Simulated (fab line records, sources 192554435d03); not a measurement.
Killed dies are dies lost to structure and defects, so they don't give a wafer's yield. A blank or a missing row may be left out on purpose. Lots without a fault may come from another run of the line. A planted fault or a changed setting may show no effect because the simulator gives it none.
fab line records | flow n5_finfet | part 1 of 2: steps 1 to 9 of 10
record lots=8 wafers=20 last_day=18
route steps=1938 shown BEOL_M4@1111 BEOL_M11@1586 BEOL_M15@1830 PASSIVATION@1936
lots that met no fault: from a run of the same line without faults
start_h: hours from the record's first day to the start of the lot's first wafer shown | wait_h: hours since the lot's step before | " the same as in the row above | L1.1+2: a row that stands for several wafers | - no value, or no start given | * or withheld: withheld | < > ~ a bound
route shown NAME@n: a module of which the file shows steps, and the number in the route of the first | usual: mean/standard deviation of fault-free wafers | same: alike in all rows | chamber/n: place in a boat | sites: the reading at each site | _std_site: their standard deviation | _edge_site: outer sites' mean less inner sites' | radius_mm: how far each site lies from the wafer's centre | mask NAME#n: copy n | behind: the tool/chamber that last shaped the wafer | hold: why the lot was held/for how many hours/how that ended | device: the transistor (n, p or np) that didn't switch | end of line: the same wafers' tests at the end of the route | a step without rows: its recipe alone | killed: dies lost to structure and defects at the first sort, not the wafer's yield | map: a wafer's dies, x killed, . not, _ none there
set.NAME: the setting as run; set.NAME@STEP: as run at that earlier step | model.NAME: the simulator's own value behind a step, which no gauge read
steps of the route over a sample of lots; a table a step, a row a wafer
services: from which hour (start_h, from the record's first day; less than 0 if before it) a tool's chamber was out of use, for how many hours, and why
## steps
# step N5_BEOL_M4_RC_MEAS_101
# usual DIBL_N=36.1/2 DIBL_P=36.3/2.5 IOFF_N=0.16/0.037 IOFF_P=0.21/0.039 ION_N=678/15 ION_P=465/8.7 SS_N=71.4/0.7 SS_P=73.3/0.74 VT_N=249/3.6 VT_P=-250.0/2.9
# columns lot.wafer tool chamber start_h wait_h DIBL_N[mV/V] DIBL_P[mV/V] IOFF_N[nA/um] IOFF_P[nA/um] ION_N[uA/um] ION_P[uA/um] SS_N[mV/dec] SS_P[mV/dec] VT_N[mV] VT_P[mV]
L450.4 prober-01 0 162.15 0.5 35.5 36.4 0.16 0.26 669 475 72.2 73.6 251 -243.3
L450.6 " 0 " " 33.2 33.5 0.11 0.20 649 462 71.1 72.7 257 -247.6
L462.2 prober-02 0 256.44 0.2 38.8 41.2 0.25 0.32 705 485 72.3 73.9 243 -243.5
L462.6 " 0 " " 38.7 39.1 0.23 0.27 697 474 72.0 73.4 244 -249.4
L466.1 prober-02 0 283.95 0.0 35.5 35.8 0.15 0.20 643 443 71.4 72.4 248 -249.5
L466.3 " 0 " " 38.1 39.8 0.20 0.27 653 453 72.1 74.2 247 -246.8
L466.5 " 0 " " 36.0 37.6 0.18 0.24 658 456 70.9 72.4 244 -247.4
L465.2 prober-02 0 285.04 0.7 41.8 42.3 0.30 0.37 673 457 72.6 74.8 242 -240.6
L465.4 " 0 " " 40.3 41.1 0.27 0.34 673 463 72.3 73.5 242 -241.4
L465.6 " 0 " " 41.6 43.1 0.30 0.40 679 463 72.5 75.0 238 -240.4
L467.1 prober-02 0 299.15 0.0 35.3 36.6 0.15 0.21 654 456 71.2 73.1 252 -249.0
L467.2 " 0 " " 33.8 34.2 0.13 0.19 668 469 69.8 71.9 254 -251.1
L467.4 " 0 " " 34.1 34.7 0.14 0.19 674 473 70.5 71.9 251 -250.6
L473.2 prober-02 0 313.26 0.2 34.2 34.1 0.13 0.18 676 466 70.1 73.3 251 -251.3
L473.4 " 0 " " 36.9 37.5 0.16 0.23 672 468 71.6 74.1 251 -249.1
L470.3 prober-02 0 318.94 0.3 35.6 35.0 0.15 0.20 675 466 71.8 73.3 250 -247.7
L470.5 " 0 " " 33.9 33.2 0.13 0.20 679 471 70.7 73.0 252 -248.3
L472.4 prober-01 0 325.44 0.5 39.8 41.0 0.25 0.31 702 476 72.3 74.4 242 -245.9
L472.5 " 0 " " 36.3 37.9 0.17 0.25 687 474 71.1 74.2 246 -244.9
L472.6 " 0 " " 37.8 38.1 0.21 0.24 689 460 72.4 74.1 244 -248.1
# step N5_BEOL_M11_CD_MEAS_35
# recipe target_cd_nm=70 polarity=opening
# usual cd_nm=70.1/0.68
# columns lot.wafer tool chamber start_h wait_h cd_nm
L450.4 cd_sem-03 - 232.65 0.0 69.7
L450.6 " - " " 70.5
L462.2 cd_sem-01 - 321.03 0.0 71.2
L462.6 " - " " 70.1
L466.1 cd_sem-03 - 350.40 0.0 69.7
L466.3 " - " " 70.5
L466.5 " - " " 69.8
L465.2 cd_sem-01 - 356.31 0.0 71.1
L465.4 " - " " 70.8
L465.6 " - " " 71.1
L467.1 cd_sem-03 - 359.52 0.0 70.0
L467.2 " - " " 70.9
L467.4 " - " " 69.6
L470.3 cd_sem-03 - 375.69 0.0 69.8
L470.5 " - " " 71.0
L472.4 cd_sem-02 - 383.82 0.0 69.6
L472.5 " - " " 70.2
L472.6 " - " " 70.7
L473.2 cd_sem-01 - 387.52 0.0 70.1
L473.4 " - " " 70.4
# step N5_BEOL_M11_CURE_72
# recipe temp_c=370 time_s=120 ambient=DMADMS/He material=SiCOH_lowk
# usual lamp_power_pct=52.32/0.054 wafer_temp_C_max=371.6/0.69
# columns lot.wafer tool chamber start_h wait_h lamp_power_pct wafer_temp_C_max
L450.4 uv_cure-01 1 232.83 0.2 52.27 371.7
L450.6 " 1 " " 52.31 371.2
L462.2 uv_cure-01 0 321.38 0.3 52.28 370.6
L462.6 " 0 " " 52.29 371.1
L466.1 uv_cure-03 1 350.45 0.0 52.38 371.0
L466.3 " 1 " " 52.36 370.6
L466.5 " 1 " " 52.44 370.8
L465.2 uv_cure-02 1 356.57 0.3 52.26 371.4
L465.4 " 1 " " 52.39 371.0
L465.6 " 1 " " 52.34 371.3
L467.1 uv_cure-01 1 359.73 0.2 52.31 371.6
L467.2 " 1 " " 52.41 371.4
L467.4 " 1 " " 52.30 371.6
L470.3 uv_cure-01 1 375.83 0.1 52.31 372.4
L470.5 " 1 " " 52.30 372.5
L472.4 uv_cure-01 2 384.00 0.2 52.26 371.4
L472.5 " 2 " " 52.45 371.2
L472.6 " 2 " " 52.36 371.5
L473.2 uv_cure-01 2 387.61 0.1 52.33 371.2
L473.4 " 2 " " 52.34 371.2
# step N5_BEOL_M11_ECD_50
# recipe material=Cu target_thk_a=3180
# columns lot.wafer tool chamber start_h wait_h
L450.4+6 ecd_cu-01 1,0 235.78 0.1
L462.2+6 ecd_cu-01 1 324.03 0.1
L466.1+3+5 ecd_cu-01 0,1,0 353.32 0.1
L465.2+4+6 ecd_cu-01 1,0,1 359.70 0.1
L467.1+2+4 ecd_cu-01 1,0,1 361.39 0.1
L470.3+5 ecd_cu-02 1 377.09 0.1
L472.4+5+6 ecd_cu-02 0,0,1 385.23 0.1
L473.2+4 ecd_cu-02 0,1 389.05 0.1
# step N5_BEOL_M11_ANNEAL_51
# recipe temp_c=225 time_s=90 ambient=N2
# usual wafer_temp_C_max=226.2/0.32
# columns lot.wafer tool chamber start_h wait_h wafer_temp_C_max
L450.4 rtp_anneal-02 0 236.13 0.3 226.1
L450.6 " 0 " " 225.6
L462.2 rtp_anneal-02 0 324.35 0.3 226.1
L462.6 " 0 " " 226.0
L466.1 rtp_anneal-02 0 353.44 0.1 225.8
L466.3 " 0 " " 225.8
L466.5 " 0 " " 226.0
L465.2 rtp_anneal-02 0 359.85 0.1 226.0
L465.4 " 0 " " 226.2
L465.6 " 0 " " 225.5
L467.1 rtp_anneal-02 0 362.17 0.7 226.5
L467.2 " 0 " " 225.8
L467.4 " 0 " " 226.2
L470.3 rtp_anneal-01 0 377.26 0.1 226.1
L470.5 " 0 " " 225.8
L472.4 rtp_anneal-01 0 385.89 0.6 226.4
L472.5 " 0 " " 226.4
L472.6 " 0 " " 226.7
L473.2 rtp_anneal-02 0 389.56 0.5 225.9
L473.4 " 0 " " 226.0
# step N5_BEOL_M11_CMP_52
# recipe stop_on=SiCOH_lowk t_overpolish_s=7 down_force_psi=1 platen_rpm=50 clearing_platen_down_force_psi=1.5 clearing_platen_rpm=50 post_cmp_clean=cu_alkaline target_thk_nm=140 clearing_platen_pad_velocity_m_s=0.99484 pad_velocity_m_s=0.99484
# usual motor_current_A=5.9/0.56 slurry_flow_ml_min=150.0/0.45 time_to_endpoint_s=68/4.1
# columns lot.wafer tool chamber start_h wait_h motor_current_A slurry_flow_ml_min time_to_endpoint_s
L450.4 cmp-04 0 236.40 0.2 6.3 151.0 71
L450.6 " 1 " " 5.5 149.6 67
L462.2 cmp-03 2 324.73 0.3 7.1 150.3 66
L462.6 " 3 " " 5.7 149.9 67
L466.3 cmp-04 1 353.75 0.2 5.5 149.8 14
L466.1 " 0 " " 6.0 150.0 18
L466.5 " 2 " " 5.2 149.7 14
L465.4 cmp-03 3 360.14 0.2 5.7 151.1 14
L465.2 " 0 " " 5.5 150.2 27
L465.6 " 2 " " 7.3 149.6 16
L467.1 cmp-04 1 362.46 0.3 5.2 150.0 20
L467.4 " 2 " " 5.4 150.7 18
L467.2 " 0 " " 6.0 149.8 23
L470.3 cmp-03 2 377.48 0.2 7.6 149.8 66
L470.5 " 2 " " 7.1 150.2 63
L472.4 cmp-03 1 386.18 0.2 5.9 150.5 71
L472.5 " 2 " " 7.2 150.1 61
L472.6 " 3 " " 5.5 150.1 64
L473.2 cmp-02 3 389.81 0.2 6.8 149.5 66
L473.4 " 2 " " 6.2 150.6 62
# step N5_BEOL_M11_THK_MEAS_53
# recipe thk_meas_gauge=xrf reads=Cu_of_BEOL_M11_ECD_50
# usual M11_THK=139/5.4
# columns lot.wafer tool chamber start_h wait_h M11_THK[nm]
L450.4 film_metro-02 - 236.59 - 136
L450.6 " - " " 151
L462.2 film_metro-01 - 324.91 - 138
L462.6 " - " " 154
L466.1 film_metro-02 - 354.04 - 87
L466.3 " - " " 93
L466.5 " - " " 90
L465.2 film_metro-01 - 360.40 - 91
L465.4 " - " " 83
L465.6 " - " " 89
L467.1 film_metro-01 - 362.76 - 92
L467.2 " - " " 90
L467.4 " - " " 92
L470.3 film_metro-02 - 377.77 - 136
L470.5 " - " " 135
L472.4 film_metro-02 - 386.36 - 144
L472.5 " - " " 139
L472.6 " - " " 135
L473.2 film_metro-01 - 390.11 - 142
L473.4 " - " " 154
# step N5_BEOL_M11_RS_MEAS_57
# recipe thk_meas_gauge=four-point-probe reads=Cu_of_BEOL_M11_ECD_50+Co_of_BEOL_M11_CVD_75+TaN_of_BEOL_M11_ALD_74
# usual M11_RS=0.151/0.006
# columns lot.wafer tool chamber start_h wait_h M11_RS[ohm/sq]
L450.4 film_metro-02 - 236.71 0.0 0.156
L450.6 " - " " 0.139
L462.2 film_metro-01 - 325.03 0.0 0.155
L462.6 " - " " 0.137
L466.1 film_metro-02 - 354.17 0.0 0.256
L466.3 " - " " 0.239
L466.5 " - " " 0.250
L465.2 film_metro-01 - 360.53 0.0 0.243
L465.4 " - " " 0.271
L465.6 " - " " 0.250
L467.1 film_metro-01 - 362.89 0.0 0.239
L467.2 " - " " 0.245
L467.4 " - " " 0.237
L470.3 film_metro-01 - 377.90 0.0 0.155
L470.5 " - " " 0.155
L472.4 film_metro-02 - 386.49 0.0 0.147
L472.5 " - " " 0.152
L472.6 " - " " 0.158
L473.2 film_metro-02 - 390.26 0.1 0.149
L473.4 " - " " 0.136
# step N5_BEOL_M15_RC_MEAS_101
# usual COMB_M10=1.5e-11/3e-12 COMB_M12=6.4e-12/1.4e-12 COMB_M13=4.9e-12/1e-12 COMB_M14=3.8e-12/9.5e-13 COMB_M14_max_site=5.5e-12/1.4e-12 COMB_M15=2.7e-12/7.1e-13 COMB_M5=3.7e-11/6.9e-12 COMB_M6=2.6e-11/5.1e-12 COMB_M7=2.5e-11/4.9e-12 COMB_M8=2.7e-11/5.4e-12 COMB_M9=1.5e-11/3.1e-12 SERP_M10=3.01/0.094 SERP_M11=3.08/0.13 SERP_M11_max_site=3.17/0.14 SERP_M12=0.625/0.023 SERP_M13=0.311/0.0091 SERP_M14=0.160/0.0054 SERP_M5=39.5/2.5 SERP_M7=13.6/0.69 SERP_M8=13.5/0.64 SERP_M9=3.11/0.13
# columns lot.wafer tool chamber start_h wait_h COMB_M10[S/m] COMB_M12[S/m] COMB_M13[S/m] COMB_M14[S/m] COMB_M14_max_site[S/m] COMB_M15[S/m] COMB_M5[S/m] COMB_M6[S/m] COMB_M7[S/m] COMB_M8[S/m] COMB_M9[S/m] SERP_M10[ohm/um] SERP_M11[ohm/um] SERP_M11_max_site[ohm/um] SERP_M12[ohm/um] SERP_M13[ohm/um] SERP_M14[ohm/um] SERP_M5[ohm/um] SERP_M7[ohm/um] SERP_M8[ohm/um] SERP_M9[ohm/um]
L450.4 prober-02 0 270.79 0.5 1.5e-11 7.5e-12 4.9e-12 4.8e-12 6.5e-12 4.3e-12 5.4e-11 2.8e-11 3.2e-11 2.8e-11 1.7e-11 3.04 3.13 3.25 0.615 0.319 0.161 39.8 12.9 13.4 3.08
L450.6 " 0 " " 1.5e-11 6e-12 4e-12 5e-12 8.1e-12 2.9e-12 3.3e-11 3.3e-11 2.4e-11 3.2e-11 1.7e-11 3.27 2.77 2.84 0.645 0.317 0.164 44.1 13.3 14.2 3.20
L462.2 prober-01 0 349.06 0.2 1.4e-11 5.2e-12 5e-12 4.3e-12 5.6e-12 2e-12 2.7e-11 2.2e-11 2.5e-11 2e-11 1.3e-11 2.90 3.08 3.11 0.627 0.305 0.159 41.1 13.3 13.5 3.13
L462.6 " 0 " " 1e-11 5.4e-12 5.1e-12 2.8e-12 4e-12 2.3e-12 4e-11 3e-11 2.9e-11 2.1e-11 1.6e-11 2.86 2.80 2.84 0.618 0.318 0.161 40.9 14.6 13.9 3.16
L466.1 prober-02 0 377.99 0.0 1.1e-11 6.9e-12 5.7e-12 4e-12 5e-12 3.2e-12 4.5e-11 2.1e-11 3.7e-11 3.3e-11 1.3e-11 2.97 5.19 5.31 0.620 0.320 0.169 42.2 13.8 12.4 3.00
L466.3 " 0 " " 2e-11 7.5e-12 4.3e-12 4.2e-12 6.1e-12 3.2e-12 3.6e-11 2.8e-11 2.5e-11 3.5e-11 1.7e-11 2.93 4.76 4.93 0.621 0.317 0.155 38.7 13.7 13.8 3.22
L466.5 " 0 " " 1.5e-11 9.1e-12 5.1e-12 3.7e-12 6.3e-12 3.8e-12 5.4e-11 1.7e-11 2.4e-11 3.3e-11 1.5e-11 3.05 5.05 5.31 0.590 0.320 0.169 44.7 13.8 14.3 2.86
L465.2 prober-02 0 386.15 0.2 1.4e-11 7e-12 4.9e-12 3.3e-12 5.3e-12 2.9e-12 3.5e-11 2.4e-11 2.1e-11 1.5e-11 1.4e-11 3.04 4.73 4.97 0.591 0.314 0.155 43.7 13.4 12.2 3.14
L465.4 " 0 " " 1.5e-11 7.9e-12 5.4e-12 4.3e-12 5.5e-12 3.6e-12 2.6e-11 2.8e-11 2.7e-11 2.5e-11 1.5e-11 2.96 5.38 5.58 0.618 0.312 0.169 41.0 15.1 12.8 3.18
L465.6 " 0 " " 2.1e-11 7e-12 5.1e-12 4e-12 4.5e-12 3.8e-12 3.8e-11 2.9e-11 1.6e-11 2.3e-11 1.1e-11 2.97 5.05 5.21 0.628 0.326 0.169 42.4 14.3 12.5 3.11
L467.1 prober-01 0 386.84 0.6 1.5e-11 5.5e-12 3.1e-12 3e-12 4.9e-12 1.3e-12 3.4e-11 2.4e-11 2.8e-11 2.5e-11 1.3e-11 3.04 4.93 5.20 0.633 0.322 0.157 38.6 12.1 13.8 3.31
L467.2 " 0 " " 1.4e-11 6.1e-12 2.7e-12 2.9e-12 5.6e-12 2.1e-12 3e-11 2e-11 2.2e-11 2.5e-11 1e-11 3.03 4.98 5.32 0.578 0.308 0.157 41.2 14.3 13.7 3.13
L467.4 " 0 " " 1.4e-11 4.8e-12 3.9e-12 3.1e-12 4.1e-12 2.4e-12 3.1e-11 1.7e-11 2.9e-11 2.6e-11 1e-11 3.16 4.81 5.00 0.611 0.306 0.164 38.3 13.4 14.0 3.17
L470.3 prober-01 0 410.03 0.3 1.2e-11 6.9e-12 4.6e-12 2.6e-12 3.7e-12 2.5e-12 4.1e-11 2.3e-11 3.2e-11 1.9e-11 1.3e-11 2.86 3.14 3.23 0.613 0.310 0.165 40.7 12.3 14.2 3.18
L470.5 " 0 " " 1.6e-11 4.6e-12 3.8e-12 4.5e-12 6.4e-12 1.8e-12 3.3e-11 1.8e-11 2.7e-11 2.3e-11 2.2e-11 3.13 3.04 3.10 0.615 0.300 0.154 39.1 13.4 12.4 2.87
L472.4 prober-02 0 415.10 0.5 1.3e-11 5.6e-12 6e-12 3.7e-12 5.5e-12 3.4e-12 4e-11 2.6e-11 2.6e-11 3.2e-11 1.2e-11 3.14 2.97 3.08 0.592 0.313 0.170 37.3 12.8 14.2 3.27
L472.5 " 0 " " 1.9e-11 5.8e-12 5.2e-12 5.2e-12 6e-12 4e-12 2.4e-11 2.6e-11 2.5e-11 3.6e-11 1.6e-11 3.01 3.07 3.12 0.594 0.311 0.158 41.2 13.0 14.1 3.19
L472.6 " 0 " " 1.9e-11 4.9e-12 4.8e-12 3.6e-12 4.8e-12 3.6e-12 3.1e-11 3.5e-11 2.4e-11 3.1e-11 1.9e-11 3.05 3.20 3.33 0.628 0.312 0.170 38.8 13.5 14.0 3.20
L473.2 prober-02 0 422.49 0.2 1.4e-11 6.1e-12 5.4e-12 4.8e-12 6.7e-12 2.9e-12 3.6e-11 2.9e-11 3e-11 2.6e-11 1.3e-11 2.93 3.05 3.09 0.609 0.290 0.166 41.6 14.4 13.4 3.05
L473.4 " 0 " " 1.3e-11 6.6e-12 5.4e-12 3.3e-12 4.8e-12 3.2e-12 4.2e-11 2.5e-11 3.8e-11 2.7e-11 1.3e-11 3.13 2.77 2.86 0.620 0.304 0.163 42.2 15.0 12.7 3.33
# sites SERP_M11 radius_mm=0,75,75,75,75,140,140,140,140
L450.4 3.18 3.25 3.12 3.18 3.16 3.13 3.06 3.11 3.13
L462.2 3.07 3.09 3.11 3.09 3.11 2.99 3.04 3.00 3.08
L466.1 5.11 5.22 5.18 5.25 5.13 5.24 5.19 5.31 5.03
L465.2 4.64 4.60 4.81 4.65 4.75 4.73 4.97 4.65 4.91
L467.1 5.20 5.11 4.93 4.95 5.08 4.63 4.39 4.42 4.56
L470.3 3.15 3.23 3.12 3.23 3.14 3.13 3.11 3.23 3.11
L472.4 2.89 2.97 2.93 2.97 2.93 3.08 2.95 3.02 3.02
L473.2 2.98 3.04 3.05 3.07 3.06 3.04 3.03 3.06 3.09
## key
first_sign step=N5_BEOL_M11_CMP_52 reading=time_to_endpoint_s direction=down sigmas=12 usual=* struck=*
effect step=N5_BEOL_M11_THK_MEAS_53 reading=M11_THK direction=down sigmas=9.2 usual=139 struck=90
effect step=N5_BEOL_M11_RS_MEAS_57 reading=M11_RS direction=up sigmas=16 usual=0.151 struck=0.248
effect step=N5_BEOL_M15_RC_MEAS_101 reading=SERP_M11 direction=up sigmas=15 usual=3.08 struck=4.99
effect step=N5_PASSIVATION_PROBE_49 reading=killed_at_M4_up direction=up sigmas=12 usual=16 struck=87 wafers_moved=7
met_at N5_BEOL_M11_ECD_50
struck_lots L465,L466,L467
not_acting_at N5_BEOL_M11_CD_MEAS_35,N5_BEOL_M11_CURE_72,N5_BEOL_M11_ANNEAL_51
onset_between 324.03 353.32
earlier_fault kind=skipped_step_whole tool=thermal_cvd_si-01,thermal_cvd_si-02 chamber=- onset_h=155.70 steps=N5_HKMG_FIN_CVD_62 scope=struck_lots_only
earlier_fault kind=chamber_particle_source tool=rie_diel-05 chamber=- onset_h=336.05 steps=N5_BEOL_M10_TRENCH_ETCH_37 rate_per_visit_cm2=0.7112
fault kind=process_parameter_drift tool=ecd_cu-01 chamber=- onset_h=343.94 steps=N5_BEOL_M11_ECD_50 channel=target_thk_a offset=* shape=step acts_in=* stated=*
